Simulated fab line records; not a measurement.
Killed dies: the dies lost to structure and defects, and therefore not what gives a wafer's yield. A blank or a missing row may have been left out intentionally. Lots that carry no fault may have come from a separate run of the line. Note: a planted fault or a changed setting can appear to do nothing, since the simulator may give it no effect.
fab line records	flow nand-harc
record lots=7	wafers=21	last-day=32
route steps=1302 shown A_CHANNEL_HOLE_D1@486 A_CHANNEL_FILL_D1@490 END@1302
lots untouched by any fault: they come from a run of this same line in which no faults occurred
start-h: the number of hours between the record's first day and the start of the first shown wafer of the lot	wait-h: time in hours since the lot's previous step	" the same as in the row above	L1.1+2: a row that stands for several wafers	- no value, or no start given	* or withheld: withheld	< > ~ a bound
route shown NAME@n: a module of which the file shows steps, and the number in the route of the first	usual: mean and standard deviation over wafers with no fault	same: alike in all rows	chamber/n: place in a boat	sites: readings site by site	_std_site: standard deviation of those values	_edge_site: the outer-site mean with the inner-site mean subtracted	radius-mm: for every site, how far away it sits from the centre of the wafer	mask NAME#n: copy n	behind: tool/chamber where the wafer was last shaped	hold: cause of the lot's hold/its duration in hours/its outcome	device: the n, p or np transistor that did not switch	end of line: the tests these same wafers got at the end of their route	a step without rows: its recipe alone	killed: count of dies lost to structure and defects at first sort (not the wafer's yield)	map: the dies of a wafer, with x for killed, . for not killed, _ for no die there
set.NAME: the setting as run; set.NAME@STEP: as run at that earlier step	model.NAME: the simulator's own value behind a step, which no gauge read
lots at selected steps of the route; one table per step, one row per wafer
services: when a tool's chamber went out of use (start-h, in hours from the record's first day, below 0 if earlier), for how many hours, and the reason
## steps
# step NHARC_A_CHANNEL_HOLE_D1_SRD_29
# step NHARC_A_CHANNEL_HOLE_D1_CD_MEAS_30
# usual cd-nm=90.7/1.9
lot.wafer	tool	chamber	start-h	wait-h	cd-nm
L737.2	cd-sem-02	-	184.97	-	92.7
L737.3	"	-	"	"	90.5
L737.4	"	-	"	"	90.4
L739.2	cd-sem-02	-	209.07	-	93.7
L739.4	"	-	"	"	91.3
L739.6	"	-	"	"	89.5
L746.2	cd-sem-01	-	285.15	-	87.6
L746.3	"	-	"	"	89.7
L746.4	"	-	"	"	90.3
L747.2	cd-sem-03	-	291.48	-	89.5
L747.3	"	-	"	"	90.3
L747.5	"	-	"	"	91.3
L749.4	cd-sem-02	-	302.56	-	89.1
L749.5	"	-	"	"	93.4
L749.6	"	-	"	"	89.8
L755.2	cd-sem-03	-	373.89	-	88.6
L755.5	"	-	"	"	90.3
L755.6	"	-	"	"	89.4
L757.1	cd-sem-01	-	393.31	-	90.2
L757.2	"	-	"	"	92.4
L757.5	"	-	"	"	88.8
# step NHARC_A_CHANNEL_HOLE_D1_XSEM_31
# recipe landing-energy-ev=35000
# step NHARC_A_CHANNEL_HOLE_D1_INSPECT_40
# usual raw-defect-count=71/25
lot.wafer	tool	chamber	start-h	wait-h	raw-defect-count
L737.2	defect-inspect-01	-	185.18	-	82
L737.3	"	-	"	"	89
L737.4	"	-	"	"	97
L739.2	defect-inspect-02	-	209.25	-	106
L739.4	"	-	"	"	94
L739.6	"	-	"	"	108
L746.2	defect-inspect-02	-	285.34	-	83
L746.3	"	-	"	"	89
L746.4	"	-	"	"	69
L747.2	defect-inspect-02	-	291.66	-	55
L747.3	"	-	"	"	55
L747.5	"	-	"	"	54
L749.4	defect-inspect-01	-	302.73	-	63
L749.5	"	-	"	"	53
L749.6	"	-	"	"	61
L755.2	defect-inspect-02	-	374.08	-	58
L755.5	"	-	"	"	66
L755.6	"	-	"	"	54
L757.1	defect-inspect-02	-	393.49	-	72
L757.2	"	-	"	"	46
L757.5	"	-	"	"	58
# step NHARC_A_CHANNEL_FILL_D1_PRECLEAN_00
# recipe time-s=*	temp-c=50	bath-age-min=0	chemistry=SC1
# step NHARC_A_CHANNEL_FILL_D1_SRD_01
# step NHARC_A_CHANNEL_FILL_D1_ALD_02
# recipe target-thk-a=60	pulse-time-s=10	ald-cycles=60	temp-c=300	material=SiO2
# usual heater-power-w=459/51	precursor-pulse-height-rel=1.000/0.018
# same pulse-time-s=10
lot.wafer	tool	chamber	start-h	wait-h	heater-power-w	precursor-pulse-height-rel
L737.3	ald-hk-02	3	185.37	-	521	1.029
L737.4	"	1	"	"	417	0.985
L737.2	"	2	"	"	526	1.006
L739.2	ald-hk-02	1	209.62	-	414	1.002
L739.4	"	0	"	"	477	0.999
L739.6	"	2	"	"	518	0.973
L746.2	ald-hk-02	3	285.53	-	515	1.027
L746.4	"	0	"	"	483	0.998
L746.3	"	1	"	"	415	0.986
L747.3	ald-hk-03	3	292.00	-	348	0.979
L747.2	"	0	"	"	455	0.998
L747.5	"	2	"	"	466	0.988
L749.4	ald-hk-03	0	302.99	-	451	1.019
L749.5	"	3	"	"	348	0.970
L749.6	"	0	"	"	456	0.998
L755.2	ald-hk-03	3	374.34	-	357	0.997
L755.5	"	2	"	"	443	0.992
L755.6	"	3	"	"	356	1.014
L757.2	ald-hk-01	2	393.69	-	497	0.977
L757.1	"	3	"	"	470	0.991
L757.5	"	2	"	"	494	1.029
# step NHARC_A_CHANNEL_FILL_D1_ALD_03
# recipe target-thk-a=60	pulse-time-s=60	ald-cycles=58	temp-c=630	pressure-torr=2	material=SiNx
# usual precursor-pulse-height-rel=1.002/0.021
# same pulse-time-s=60
lot.wafer	tool	chamber	start-h	wait-h	precursor-pulse-height-rel
L737.2	ald-sin-batch-02	0	-	-	1.037
L737.3	"	0	"	"	0.969
L737.4	"	0	"	"	0.992
L739.2	ald-sin-batch-03	0	-	-	1.011
L739.4	"	0	"	"	1.004
L739.6	"	0	"	"	0.989
L746.2	ald-sin-batch-03	0	-	-	1.010
L746.3	"	0	"	"	0.994
L746.4	"	0	"	"	0.993
L747.2	ald-sin-batch-01	0	-	-	0.985
L747.3	"	0	"	"	0.957
L747.5	"	0	"	"	1.004
L749.4	ald-sin-batch-03	0	-	-	1.003
L749.5	"	0	"	"	0.999
L749.6	"	0	"	"	1.000
L755.2	ald-sin-batch-01	0	-	-	0.991
L755.5	"	0	"	"	0.992
L755.6	"	0	"	"	1.011
L757.1	ald-sin-batch-03	0	-	-	0.983
L757.2	"	0	"	"	1.001
L757.5	"	0	"	"	1.005
# step NHARC_A_CHANNEL_FILL_D1_ALD_14
# recipe target-thk-a=25	pulse-time-s=10	ald-cycles=25	temp-c=300	material=SiO2
# step NHARC_A_CHANNEL_FILL_D1_ALD_15
# recipe target-thk-a=20	pulse-time-s=60	ald-cycles=19	temp-c=630	pressure-torr=2	material=SiNx
# usual precursor-pulse-height-rel=0.999/0.021
# same pulse-time-s=60
lot.wafer	tool	chamber	start-h	wait-h	precursor-pulse-height-rel
L737.2	ald-sin-batch-03	0	-	-	1.018
L737.3	"	0	"	"	1.014
L737.4	"	0	"	"	1.000
L739.2	ald-sin-batch-02	0	-	-	1.013
L739.4	"	0	"	"	1.022
L739.6	"	0	"	"	0.995
L746.2	ald-sin-batch-02	0	-	-	0.996
L746.3	"	0	"	"	0.960
L746.4	"	0	"	"	1.001
L747.2	ald-sin-batch-02	0	-	-	0.977
L747.3	"	0	"	"	0.999
L747.5	"	0	"	"	1.016
L749.4	ald-sin-batch-01	0	-	-	1.006
L749.5	"	0	"	"	1.000
L749.6	"	0	"	"	0.947
L755.2	ald-sin-batch-02	0	-	-	1.011
L755.5	"	0	"	"	0.993
L755.6	"	0	"	"	1.038
L757.1	ald-sin-batch-03	0	-	-	0.979
L757.2	"	0	"	"	1.009
L757.5	"	0	"	"	0.986
# step NHARC_A_CHANNEL_FILL_D1_ALD_16
# recipe target-thk-a=15	pulse-time-s=10	ald-cycles=15	temp-c=300	material=SiO2
# usual heater-power-w=454/49	precursor-pulse-height-rel=0.999/0.019
# same pulse-time-s=10
lot.wafer	tool	chamber	start-h	wait-h	heater-power-w	precursor-pulse-height-rel
L737.4	ald-hk-03	0	197.60	0.0	416	1.040
L737.2	"	1	"	"	391	0.976
L737.3	"	3	"	"	366	0.998
L739.4	ald-hk-03	0	224.77	1.9	443	0.957
L739.2	"	1	"	"	393	1.017
L739.6	"	0	"	"	447	1.022
L746.4	ald-hk-02	0	297.79	0.0	497	1.024
L746.3	"	1	"	"	417	0.968
L746.2	"	2	"	"	538	1.014
L747.3	ald-hk-03	2	304.06	0.1	471	0.971
L747.2	"	0	"	"	451	0.967
L747.5	"	2	"	"	459	0.964
L749.4	ald-hk-03	0	312.93	0.1	441	1.008
L749.6	"	1	"	"	399	0.987
L749.5	"	2	"	"	452	0.997
L755.2	ald-hk-02	3	384.50	0.1	515	1.013
L755.6	"	2	"	"	536	0.981
L755.5	"	3	"	"	520	0.980
L757.1	ald-hk-01	2	405.84	0.0	500	1.002
L757.2	"	0	"	"	421	1.012
L757.5	"	3	"	"	455	0.987
# step NHARC_A_CHANNEL_FILL_D1_ANNEAL_17
# recipe temp-c=850	time-s=1800
# step NHARC_A_CHANNEL_FILL_D1_CVD_18
# recipe target-thk-a=30	temp-c=550	material=poly-Si
# usual spike-tc-top-C=571.9/2.9
lot.wafer	tool	chamber	start-h	wait-h	spike-tc-top-C
L737.2	lpcvd-poly-01	0	207.36	-	568.9
L737.3	"	0	"	"	570.2
L737.4	"	0	"	"	569.3
L739.2	lpcvd-poly-04	0	234.57	-	575.3
L739.4	"	0	"	"	576.5
L739.6	"	0	"	"	578.3
L746.2	lpcvd-poly-02	0	307.77	-	570.1
L746.3	"	0	"	"	571.4
L746.4	"	0	"	"	572.2
L747.2	lpcvd-poly-04	0	314.47	-	575.9
L747.3	"	0	"	"	574.6
L747.5	"	0	"	"	576.9
L749.4	lpcvd-poly-01	0	322.74	-	569.6
L749.5	"	0	"	"	568.8
L749.6	"	0	"	"	568.8
L749.4	lpcvd-poly-01	0	324.92	0.5	570.7
L749.5	"	0	"	"	572.4
L749.6	"	0	"	"	569.7
L755.2	lpcvd-poly-01	0	396.54	-	570.0
L755.5	"	0	"	"	571.0
L755.6	"	0	"	"	569.1
L755.2	lpcvd-poly-01	0	399.92	1.7	571.4
L755.5	"	0	"	"	568.8
L755.6	"	0	"	"	570.8
L757.1	lpcvd-poly-01	0	416.60	-	568.2
L757.2	"	0	"	"	570.6
L757.5	"	0	"	"	570.1
L757.1	lpcvd-poly-01	0	418.80	0.5	570.3
L757.2	"	0	"	"	571.7
L757.5	"	0	"	"	570.8
# step NHARC_A_CHANNEL_FILL_D1_ETCHBACK_19
# recipe target-depth-a=50	time-s=1.7	hbr-flow-sccm=150	cl2-flow-sccm=50	rf-w=400	icp-w=400	bias-w=100	chemistry=HBr/Cl2
# usual drypump-motor-current-A=5.5/0.42	he-backside-leak-sccm=2.63/0.2	oes-product-au=1.003/0.015	throttle-valve-pct=26.405/0.0091
lot.wafer	tool	chamber	start-h	wait-h	drypump-motor-current-A	he-backside-leak-sccm	oes-product-au	rf-hours-counter-h	throttle-valve-pct
L737.3	rie-si-06	3	209.43	0.4	5.0	2.28	1.001	0.7	26.394
L737.2	"	1	"	"	5.6	2.99	1.004	0.9	26.392
L737.4	"	2	"	"	5.7	2.49	1.006	0.7	26.411
L739.2	rie-si-01	3	236.66	0.4	5.7	2.54	1.012	0.1	26.396
L739.4	"	1	"	"	5.1	2.66	0.999	0.2	26.402
L739.6	"	0	"	"	5.8	2.79	1.006	-	26.401
L746.4	rie-si-01	1	309.86	0.4	5.1	2.58	0.996	0.5	26.414
L746.3	"	2	"	"	6.1	2.74	1.016	0.6	26.403
L746.2	"	3	"	"	5.7	2.63	1.027	0.6	26.403
L747.2	rie-si-04	3	316.53	0.4	5.5	2.58	1.008	1.0	26.431
L747.3	"	1	"	"	4.6	2.80	0.997	0.8	26.394
L747.5	"	2	"	"	6.0	2.96	1.020	-	26.414
L749.4	rie-si-06	2	327.31	0.7	5.7	2.47	0.983	0.5	26.416
L749.6	"	1	"	"	5.6	3.03	1.003	-	26.406
L749.5	"	2	"	"	5.8	2.48	0.980	-	26.401
L755.2	rie-si-06	0	402.34	0.7	5.1	2.60	1.020	1.0	26.398
L755.5	"	0	"	"	5.1	2.50	1.019	-	26.413
L755.6	"	1	"	"	5.6	2.81	1.038	-	26.395
L757.1	rie-si-04	3	421.19	0.7	5.5	2.32	1.005	0.4	26.409
L757.2	"	2	"	"	6.0	2.66	1.011	0.4	26.409
L757.5	"	0	"	"	5.1	2.23	0.993	-	26.410
# step NHARC_END_SORT_01
# recipe temp-c=25
# usual killed-at-array=52/17	killed-at-other=1.2/1.4	killed-at-periphery=4.7/2.9	killed-dies=58/17	killed-open=3.2/1.9	killed-short=2.4/1.4
# same gross-dies=677
lot.wafer	tool	chamber	start-h	wait-h	killed-at-array	killed-at-other	killed-at-periphery	killed-dies	killed-open	killed-short
L747.2	prober-01	0	656.38	2.8	42	1	11	54	4	4
L747.3	prober-01	0	657.18	3.1	49	2	10	61	4	3
L747.5	prober-01	0	658.77	3.7	41	2	14	57	7	1
L749.4	prober-02	0	670.91	3.4	671	1	5	677	5	3
L749.5	prober-02	0	671.71	3.7	669	3	5	677	3	5
L749.6	prober-02	0	672.51	4.0	673	1	3	677	6	0
L755.2	prober-02	0	765.75	2.8	664	2	11	677	6	4
L755.5	prober-02	0	768.11	3.6	670	2	5	677	4	2
L755.6	prober-02	0	768.90	3.9	668	1	8	677	2	2
L757.1	prober-01	0	769.88	2.5	675	0	2	677	1	2
L757.2	prober-01	0	770.67	2.8	671	0	6	677	4	4
L757.5	prober-01	0	773.06	3.7	669	0	8	677	1	6
# killed by level:class
L747.2 A_SLIT:chamber-film-flake=20 A_CHANNEL_HOLE_D1:chamber-film-flake=8 P_GATE:chamber-film-flake=6 A_CHANNEL_HOLE_D2:unspecified=3 A_CHANNEL_FILL_D2:geometric-particle:short=2 P_STI:chamber-film-flake=2 A_DECK1_JOINT:chamber-film-flake=2 A_STAIRCASE:chamber-film-flake=2
L747.3 A_SLIT:chamber-film-flake=31 P_GATE:chamber-film-flake=7 A_CHANNEL_HOLE_D1:chamber-film-flake=5 A_CONTACT:chamber-film-flake=4 A_CHANNEL_FILL_D1:geometric-particle:short=2 A_WL_FILL:geometric-particle:open=2 P_STI:chamber-film-flake=2 THIN_TSV:chamber-film-flake=2
L747.5 A_SLIT:chamber-film-flake=23 P_GATE:chamber-film-flake=7 A_CONTACT:chamber-film-flake=5 P_STI:chamber-film-flake=3 A_CHANNEL_HOLE_D1:chamber-film-flake=3 A_SGD_CUT:geometric-particle:open=2 THIN_TSV:chamber-film-flake=2 P_M1:geometric-particle:open=1
L749.4 A_CHANNEL_FILL_D1:area-cvd=635 A_CHANNEL_HOLE_D2:chamber-film-flake=14 A_CONTACT:chamber-film-flake=10 A_CHANNEL_HOLE_D1:chamber-film-flake=3 P_M0:geometric-particle:short=2 P_CONTACT:chamber-film-flake=2 A_CHANNEL_FILL_D2:chamber-film-flake=2 P_CONTACT:geometric-particle:open=1
L749.5 A_CHANNEL_FILL_D1:area-cvd=638 A_CHANNEL_HOLE_D2:chamber-film-flake=10 A_CHANNEL_HOLE_D1:chamber-film-flake=9 A_WL_FILL:chamber-film-flake=3 THIN_TSV:chamber-film-flake=3 A_ONON_D1:geometric-particle:short=2 P_GATE:geometric-particle:short=1 P_CONTACT:geometric-particle:open=1
L749.6 A_CHANNEL_FILL_D1:area-cvd=626 A_CHANNEL_HOLE_D2:chamber-film-flake=20 A_CONTACT:chamber-film-flake=8 A_CHANNEL_HOLE_D1:chamber-film-flake=4 A_SLIT:chamber-film-flake=3 A_BLC:chamber-film-flake=3 P_GATE:geometric-particle:open=2 A_M0:geometric-particle:open=2
L755.2 A_CHANNEL_FILL_D1:area-cvd=631 A_CHANNEL_HOLE_D1:chamber-film-flake=12 P_BONDPAD:chamber-film-flake=7 A_CONTACT:chamber-film-flake=6 A_SLIT:chamber-film-flake=4 A_DECK1_JOINT:chamber-film-flake=3 P_CONTACT:geometric-particle:open=2 A_WL_FILL:geometric-particle:open=2
L755.5 A_CHANNEL_FILL_D1:area-cvd=628 A_CHANNEL_HOLE_D1:chamber-film-flake=14 A_SLIT:chamber-film-flake=7 A_CONTACT:chamber-film-flake=7 P_BONDPAD:chamber-film-flake=5 A_WL_FILL:chamber-film-flake=4 A_STAIRCASE:chamber-film-flake=2 THIN_TSV:chamber-film-flake=2
L755.6 A_CHANNEL_FILL_D1:area-cvd=638 A_CHANNEL_HOLE_D1:chamber-film-flake=10 A_CONTACT:chamber-film-flake=9 P_BONDPAD:chamber-film-flake=6 A_SLIT:chamber-film-flake=4 A_WL_FILL:chamber-film-flake=2 P_M0:geometric-particle:open=1 A_SGD_CUT:geometric-particle:short=1
L757.1 A_CHANNEL_FILL_D1:area-cvd=596 A_SLIT:chamber-film-flake=25 A_CHANNEL_HOLE_D2:chamber-film-flake=20 A_CHANNEL_HOLE_D1:chamber-film-flake=14 A_CONTACT:chamber-film-flake=7 A_BLC:chamber-film-flake=5 A_WL_FILL:chamber-film-flake=3 P_ZERO_WELL:chamber-film-flake=2
L757.2 A_CHANNEL_FILL_D1:area-cvd=597 A_CHANNEL_HOLE_D2:chamber-film-flake=30 A_SLIT:chamber-film-flake=22 A_CONTACT:chamber-film-flake=5 A_BLC:chamber-film-flake=4 A_CHANNEL_HOLE_D1:chamber-film-flake=3 A_WL_FILL:chamber-film-flake=3 P_ZERO_WELL:chamber-film-flake=2
L757.5 A_CHANNEL_FILL_D1:area-cvd=604 A_SLIT:chamber-film-flake=21 A_CHANNEL_HOLE_D2:chamber-film-flake=19 A_CHANNEL_HOLE_D1:chamber-film-flake=10 A_CONTACT:chamber-film-flake=7 A_STAIRCASE:chamber-film-flake=4 P_M0:geometric-particle:short=3 P_M2:chamber-film-flake=2
# map L749.4 (x killed, . not)
____________x____________
_________xxxxxxx_________
_______xxxxxxxxxxx_______
______xxxxxxxxxxxxx______
_____xxxxxxxxxxxxxxx_____
____xxxxxxxxxxxxxxxxx____
____xxxxxxxxxxxxxxxxx____
___xxxxxxxxxxxxxxxxxxx___
___xxxxxxxxxxxxxxxxxxx___
__xxxxxxxxxxxxxxxxxxxxx__
__xxxxxxxxxxxxxxxxxxxxx__
_xxxxxxxxxxxxxxxxxxxxxxx_
_xxxxxxxxxxxxxxxxxxxxxxx_
_xxxxxxxxxxxxxxxxxxxxxxx_
_xxxxxxxxxxxxxxxxxxxxxxx_
_xxxxxxxxxxxxxxxxxxxxxxx_
xxxxxxxxxxxxxxxxxxxxxxxxx
xxxxxxxxxxxxxxxxxxxxxxxxx
xxxxxxxxxxxxxxxxxxxxxxxxx
xxxxxxxxxxxxxxxxxxxxxxxxx
xxxxxxxxxxxxxxxxxxxxxxxxx
_xxxxxxxxxxxxxxxxxxxxxxx_
_xxxxxxxxxxxxxxxxxxxxxxx_
_xxxxxxxxxxxxxxxxxxxxxxx_
_xxxxxxxxxxxxxxxxxxxxxxx_
_xxxxxxxxxxxxxxxxxxxxxxx_
__xxxxxxxxxxxxxxxxxxxxx__
__xxxxxxxxxxxxxxxxxxxxx__
___xxxxxxxxxxxxxxxxxxx___
___xxxxxxxxxxxxxxxxxxx___
____xxxxxxxxxxxxxxxxx____
____xxxxxxxxxxxxxxxxx____
_____xxxxxxxxxxxxxxx_____
______xxxxxxxxxxxxx______
_______xxxxxxxxxxx_______
_________xxxxxxx_________
____________x____________
# map L755.2 (x killed, . not)
____________x____________
_________xxxxxxx_________
_______xxxxxxxxxxx_______
______xxxxxxxxxxxxx______
_____xxxxxxxxxxxxxxx_____
____xxxxxxxxxxxxxxxxx____
____xxxxxxxxxxxxxxxxx____
___xxxxxxxxxxxxxxxxxxx___
___xxxxxxxxxxxxxxxxxxx___
__xxxxxxxxxxxxxxxxxxxxx__
__xxxxxxxxxxxxxxxxxxxxx__
_xxxxxxxxxxxxxxxxxxxxxxx_
_xxxxxxxxxxxxxxxxxxxxxxx_
_xxxxxxxxxxxxxxxxxxxxxxx_
_xxxxxxxxxxxxxxxxxxxxxxx_
_xxxxxxxxxxxxxxxxxxxxxxx_
xxxxxxxxxxxxxxxxxxxxxxxxx
xxxxxxxxxxxxxxxxxxxxxxxxx
xxxxxxxxxxxxxxxxxxxxxxxxx
xxxxxxxxxxxxxxxxxxxxxxxxx
xxxxxxxxxxxxxxxxxxxxxxxxx
_xxxxxxxxxxxxxxxxxxxxxxx_
_xxxxxxxxxxxxxxxxxxxxxxx_
_xxxxxxxxxxxxxxxxxxxxxxx_
_xxxxxxxxxxxxxxxxxxxxxxx_
_xxxxxxxxxxxxxxxxxxxxxxx_
__xxxxxxxxxxxxxxxxxxxxx__
__xxxxxxxxxxxxxxxxxxxxx__
___xxxxxxxxxxxxxxxxxxx___
___xxxxxxxxxxxxxxxxxxx___
____xxxxxxxxxxxxxxxxx____
____xxxxxxxxxxxxxxxxx____
_____xxxxxxxxxxxxxxx_____
______xxxxxxxxxxxxx______
_______xxxxxxxxxxx_______
_________xxxxxxx_________
____________x____________
## services
tool	chamber	start-h	hours	kind
rie-si-04	-	161.65	1.5	repair
rie-si-04	-	165.00	9.0	pm
rie-si-06	3	171.89	4.4	repair
ald-hk-02	-	172.68	10.0	pm
rie-si-01	-	193.00	9.0	pm
rie-si-06	-	206.57	2.4	repair
ald-hk-03	-	206.80	2.8	repair
lpcvd-poly-02	-	208.72	26.0	pm
ald-hk-03	-	214.31	10.0	pm
rie-si-06	3	231.77	1.0	repair
rie-si-06	-	249.00	9.0	pm
rie-si-01	3	250.54	8.1	repair
rie-si-06	3	262.14	6.0	repair
ald-sin-batch-02	-	266.00	26.0	pm
ald-hk-01	-	298.33	10.0	pm
rie-si-04	-	342.00	9.0	pm
ald-hk-02	-	350.68	10.0	pm
lpcvd-poly-04	-	355.61	4.3	repair
rie-si-06	3	358.88	132.4	repair
rie-si-06	1	366.54	1.1	repair
rie-si-01	-	370.00	9.0	pm
rie-si-06	-	370.83	0.6	repair
ald-hk-03	-	392.31	10.0	pm
ald-hk-03	-	420.90	2.4	repair
## key
first-sign step=NHARC_A_CHANNEL_FILL_D1_CVD_18	reading=visit	direction=added
effect step=NHARC_END_SORT_01	reading=killed-at-array	direction=up	sigmas=37	usual=52	struck=670
more-kills-born-at NHARC_A_CHANNEL_FILL_D1_CVD_18@lpcvd-poly-01=5593
met-at NHARC_A_CHANNEL_FILL_D1_CVD_18
struck-wafers L749.4,L749.5,L749.6,L755.2,L755.5,L755.6,L757.1,L757.2,L757.5
later-rows-left-out L749.4,L749.5,L749.6,L755.2,L755.5,L755.6,L757.1,L757.2,L757.5
tester-left-out L749,L755,L757
fault kind=repeated-step-whole	tool=lpcvd-poly-01,lpcvd-poly-02,lpcvd-poly-04	chamber=-	onset-h=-	steps=NHARC_A_CHANNEL_FILL_D1_CVD_18	times=1	scope=struck-lots-only
# tester-left-out: of these lots the tester's yield and bins aren't shown, on N5 and GAA mostly nor the transistor test; their killed dies are dies lost to structure and defects alone, not to doping, threshold or leakage, so they don't give the yield
# later-rows-left-out: the simulator's readings of these wafers behind a module that went badly wrong aren't trusted and aren't shown, but for the sort
